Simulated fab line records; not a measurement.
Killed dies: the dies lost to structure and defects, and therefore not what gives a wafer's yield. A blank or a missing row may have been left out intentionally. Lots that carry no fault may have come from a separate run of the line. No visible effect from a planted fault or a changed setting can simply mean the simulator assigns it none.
The tool behind it: which one? / flow n5 finfet / 24 lots, 72 wafers sampled, at 3 steps of a route of 1938

## WHAT THE GAUGES SHOWED, per wafer
N5_BEOL_M1_CD_MEAS_11 targets a cd of 17.05 nm.
lot=L074; measured=day 6 03:49; on=cd sem-01; cd nm (nm)=17.16 17.27 17.24
lot=L075; measured=day 6 10:19; on=cd sem-02; cd nm (nm)=17.02 16.73 17.18
lot=L076; measured=day 6 14:18; on=cd sem-03; cd nm (nm)=16.79 17.34 16.91
lot=L077; measured=day 6 18:58; on=cd sem-02; cd nm (nm)=17.18 17.10 17.27
lot=L078; measured=day 6 22:54; on=cd sem-03; cd nm (nm)=17.12 17.42 16.80
lot=L079; measured=day 7 07:53; on=cd sem-02; cd nm (nm)=16.83 17.39 16.85
lot=L080; measured=day 7 11:57; on=cd sem-03; cd nm (nm)=17.20 17.03 17.28
lot=L081; measured=day 7 20:32; on=cd sem-01; cd nm (nm)=17.06 17.19 16.72
lot=L082; measured=day 8 01:17; on=cd sem-03; cd nm (nm)=17.20 17.60 17.12
lot=L083; measured=day 8 11:04; on=cd sem-03; cd nm (nm)=16.81 17.44 16.96
lot=L084; measured=day 8 15:59; on=cd sem-01; cd nm (nm)=17.50 16.96 16.99
lot=L085; measured=day 8 19:17; on=cd sem-02; cd nm (nm)=16.68 17.47 16.85
lot=L086; measured=day 9 02:15; on=cd sem-01; cd nm (nm)=17.28 17.51 16.73
lot=L087; measured=day 9 08:06; on=cd sem-02; cd nm (nm)=16.80 17.52 17.19
lot=L088; measured=day 9 20:30; on=cd sem-02; cd nm (nm)=17.13 16.88 17.31
lot=L090; measured=day 10 01:33; on=cd sem-01; cd nm (nm)=17.31 16.99 17.21
lot=L089; measured=day 10 03:43; on=cd sem-01; cd nm (nm)=17.21 16.79 17.01
lot=L092; measured=day 10 15:03; on=cd sem-03; cd nm (nm)=17.26 17.09 17.61
lot=L091; measured=day 10 18:45; on=cd sem-03; cd nm (nm)=17.02 17.67 17.17
lot=L093; measured=day 10 21:29; on=cd sem-01; cd nm (nm)=17.00 17.16 17.35
lot=L094; measured=day 10 22:35; on=cd sem-02; cd nm (nm)=16.83 17.25 17.13
lot=L095; measured=day 11 09:28; on=cd sem-01; cd nm (nm)=17.21 17.31 17.33
lot=L096; measured=day 11 16:07; on=cd sem-02; cd nm (nm)=17.36 16.93 17.26
lot=L097; measured=day 11 22:00; on=cd sem-02; cd nm (nm)=17.06 17.22 17.10

N5_BEOL_M1_OVL_MEAS_29.
lot=L074; measured=day 6 04:44; on=overlay-02; V0_OVL (nm)=-0.2 -1.3 -1.5
lot=L075; measured=day 6 11:23; on=overlay-01; V0_OVL (nm)=0.1 0.6 0.5
lot=L076; measured=day 6 15:17; on=overlay-02; V0_OVL (nm)=-0.4 0.6 0.3
lot=L077; measured=day 6 19:59; on=overlay-01; V0_OVL (nm)=-1.9 -2.3 -1.1
lot=L078; measured=day 6 23:58; on=overlay-02; V0_OVL (nm)=0.7 0.2 0.4
lot=L079; measured=day 7 09:00; on=overlay-01; V0_OVL (nm)=-1.2 -0.7 -1.5
lot=L080; measured=day 7 13:11; on=overlay-02; V0_OVL (nm)=-0.6 -0.7 -1.3
lot=L081; measured=day 7 21:48; on=overlay-02; V0_OVL (nm)=0.8 0.2 -0.1
lot=L082; measured=day 8 02:19; on=overlay-01; V0_OVL (nm)=-0.2 -0.7 0.3
lot=L083; measured=day 8 12:01; on=overlay-02; V0_OVL (nm)=0.2 -0.2 -0.2
lot=L084; measured=day 8 16:58; on=overlay-02; V0_OVL (nm)=0.8 -0.5 -0.3
lot=L085; measured=day 8 20:25; on=overlay-02; V0_OVL (nm)=0.4 -0.2 -0.3
lot=L086; measured=day 9 03:17; on=overlay-01; V0_OVL (nm)=0.1 0.5 -0.2
lot=L087; measured=day 9 09:11; on=overlay-01; V0_OVL (nm)=-1.5 -0.5 -1.4
lot=L088; measured=day 9 21:54; on=overlay-02; V0_OVL (nm)=0.3 0.0 -0.7
lot=L090; measured=day 10 02:30; on=overlay-01; V0_OVL (nm)=0.2 -0.7 -0.2
lot=L089; measured=day 10 04:38; on=overlay-02; V0_OVL (nm)=1.0 -0.2 -0.4
lot=L092; measured=day 10 16:06; on=overlay-02; V0_OVL (nm)=-0.2 0.0 -1.5
lot=L091; measured=day 10 19:47; on=overlay-02; V0_OVL (nm)=-0.6 0.6 -0.8
lot=L093; measured=day 10 23:16; on=overlay-02; V0_OVL (nm)=-2.0 -0.6 -0.8
lot=L094; measured=day 10 23:49; on=overlay-02; V0_OVL (nm)=0.2 0.5 0.0
lot=L095; measured=day 11 10:29; on=overlay-02; V0_OVL (nm)=0.8 0.0 -0.4
lot=L096; measured=day 11 17:05; on=overlay-02; V0_OVL (nm)=-0.3 -0.7 0.6
lot=L097; measured=day 11 22:58; on=overlay-02; V0_OVL (nm)=-0.2 -0.5 -0.7

## WHICH TOOL RAN EACH LOT (tool, then ch and the chambers of the sampled wafers, then the start)
lot=L074; N5_BEOL_M1_ILD_DEP_00=pecvd-02 ch 0,2, day 6 01:29
lot=L075; N5_BEOL_M1_ILD_DEP_00=pecvd-04 ch 0,1, day 6 07:52
lot=L076; N5_BEOL_M1_ILD_DEP_00=pecvd-02 ch 0,1, day 6 11:16
lot=L077; N5_BEOL_M1_ILD_DEP_00=pecvd-03 ch 1,2, day 6 17:34
lot=L078; N5_BEOL_M1_ILD_DEP_00=pecvd-03 ch 0,1,2, day 6 20:56
lot=L079; N5_BEOL_M1_ILD_DEP_00=pecvd-04 ch 1,2, day 7 06:43
lot=L080; N5_BEOL_M1_ILD_DEP_00=pecvd-02 ch 1,2, day 7 10:47
lot=L081; N5_BEOL_M1_ILD_DEP_00=pecvd-02 ch 0,1,2, day 7 19:20
lot=L082; N5_BEOL_M1_ILD_DEP_00=pecvd-04 ch 0,1,2, day 7 23:10
lot=L083; N5_BEOL_M1_ILD_DEP_00=pecvd-02 ch 0,1,2, day 8 09:58
lot=L084; N5_BEOL_M1_ILD_DEP_00=pecvd-02 ch 0,2, day 8 15:17
lot=L085; N5_BEOL_M1_ILD_DEP_00=pecvd-02 ch 0,1,2, day 8 17:49
lot=L086; N5_BEOL_M1_ILD_DEP_00=pecvd-04 ch 0,1,2, day 8 23:19
lot=L087; N5_BEOL_M1_ILD_DEP_00=pecvd-03 ch 0,1,2, day 9 05:29
lot=L088; N5_BEOL_M1_ILD_DEP_00=pecvd-03 ch 0,1, day 9 18:38
lot=L090; N5_BEOL_M1_ILD_DEP_00=pecvd-03 ch 0,1, day 9 23:01
lot=L089; N5_BEOL_M1_ILD_DEP_00=pecvd-04 ch 0,1, day 10 01:13
lot=L092; N5_BEOL_M1_ILD_DEP_00=pecvd-02 ch 1,2, day 10 14:21
lot=L091; N5_BEOL_M1_ILD_DEP_00=pecvd-03 ch 0,1, day 10 17:51
lot=L093; N5_BEOL_M1_ILD_DEP_00=pecvd-02 ch 0,1, day 10 18:34
lot=L094; N5_BEOL_M1_ILD_DEP_00=pecvd-04 ch 0,2, day 10 22:00
lot=L095; N5_BEOL_M1_ILD_DEP_00=pecvd-04 ch 0,2, day 11 07:53
lot=L096; N5_BEOL_M1_ILD_DEP_00=pecvd-02 ch 1,2, day 11 15:08
lot=L097; N5_BEOL_M1_ILD_DEP_00=pecvd-03 ch 1,2, day 11 19:20
- N5_BEOL_M1_ILD_DEP_00: deposits SiOC from DEMS/O2, target thk 79 nm, time 15.3 s.

## AS READ BY THE TOOLS THEMSELVES (means over the sampled wafers that have a number; for cases with no such wafer, the mark the record gives instead)
N5_BEOL_M1_ILD_DEP_00.
lot=L074; tool=pecvd-02; heater power w (W)=446; showerhead plenum p Torr (Torr)=5.674; throttle valve pct (%)=11.3
lot=L075; tool=pecvd-04; heater power w (W)=490; showerhead plenum p Torr (Torr)=5.701; throttle valve pct (%)=13.0
lot=L076; tool=pecvd-02; heater power w (W)=433; showerhead plenum p Torr (Torr)=5.694; throttle valve pct (%)=11.5
lot=L077; tool=pecvd-03; heater power w (W)=379; showerhead plenum p Torr (Torr)=5.694; throttle valve pct (%)=11.9
lot=L078; tool=pecvd-03; heater power w (W)=472; showerhead plenum p Torr (Torr)=5.699; throttle valve pct (%)=11.9
lot=L079; tool=pecvd-04; heater power w (W)=490; showerhead plenum p Torr (Torr)=5.689; throttle valve pct (%)=12.9
lot=L080; tool=pecvd-02; heater power w (W)=456; showerhead plenum p Torr (Torr)=5.676; throttle valve pct (%)=12.0
lot=L081; tool=pecvd-02; heater power w (W)=438; showerhead plenum p Torr (Torr)=5.687; throttle valve pct (%)=11.7
lot=L082; tool=pecvd-04; heater power w (W)=457; showerhead plenum p Torr (Torr)=5.695; throttle valve pct (%)=12.3
lot=L083; tool=pecvd-02; heater power w (W)=439; showerhead plenum p Torr (Torr)=5.687; throttle valve pct (%)=11.6
lot=L084; tool=pecvd-02; heater power w (W)=480; showerhead plenum p Torr (Torr)=5.682; throttle valve pct (%)=11.4
lot=L085; tool=pecvd-02; heater power w (W)=459; showerhead plenum p Torr (Torr)=5.683; throttle valve pct (%)=11.8
lot=L086; tool=pecvd-04; heater power w (W)=475; showerhead plenum p Torr (Torr)=5.695; throttle valve pct (%)=12.4
lot=L087; tool=pecvd-03; heater power w (W)=493; showerhead plenum p Torr (Torr)=5.711; throttle valve pct (%)=11.9
lot=L088; tool=pecvd-03; heater power w (W)=518; showerhead plenum p Torr (Torr)=5.716; throttle valve pct (%)=12.2
lot=L090; tool=pecvd-03; heater power w (W)=518; showerhead plenum p Torr (Torr)=5.692; throttle valve pct (%)=11.7
lot=L089; tool=pecvd-04; heater power w (W)=467; showerhead plenum p Torr (Torr)=5.695; throttle valve pct (%)=13.4
lot=L092; tool=pecvd-02; heater power w (W)=420; showerhead plenum p Torr (Torr)=5.687; throttle valve pct (%)=12.0
lot=L091; tool=pecvd-03; heater power w (W)=521; showerhead plenum p Torr (Torr)=5.714; throttle valve pct (%)=12.1
lot=L093; tool=pecvd-02; heater power w (W)=482; showerhead plenum p Torr (Torr)=5.690; throttle valve pct (%)=12.0
lot=L094; tool=pecvd-04; heater power w (W)=443; showerhead plenum p Torr (Torr)=5.684; throttle valve pct (%)=11.5
lot=L095; tool=pecvd-04; heater power w (W)=454; showerhead plenum p Torr (Torr)=5.691; throttle valve pct (%)=12.1
lot=L096; tool=pecvd-02; heater power w (W)=458; showerhead plenum p Torr (Torr)=5.691; throttle valve pct (%)=12.1
lot=L097; tool=pecvd-03; heater power w (W)=476; showerhead plenum p Torr (Torr)=5.707; throttle valve pct (%)=11.9

## THE ANSWER, worked out from the rows above alone
Rule: usual is defined by the lots themselves. The widest of any qualifying gaps counts: lots, ordered by their means at a reading, are off when they make up no more than a third of the lots, leave a main group of 4 or more, and stand apart from it by 3 or more times the standard deviation of that group's means. If all means in a main group match to the digits the tables above print for the reading, that group is not used. Also off: a lot with no number at a reading for which 4 or more lots have one. Any other lot the step has rows for is counted as sound. First the gauges in route order, then the tools' own readings, where a lot's mean is used as printed above. The first step at which some lot is off is used, and at that step the reading that is off furthest; a lot without a number counts as furthest.
None of the lots is off at any reading shown; this tells nothing.

## WHAT THE SIMULATOR HAD INSERTED
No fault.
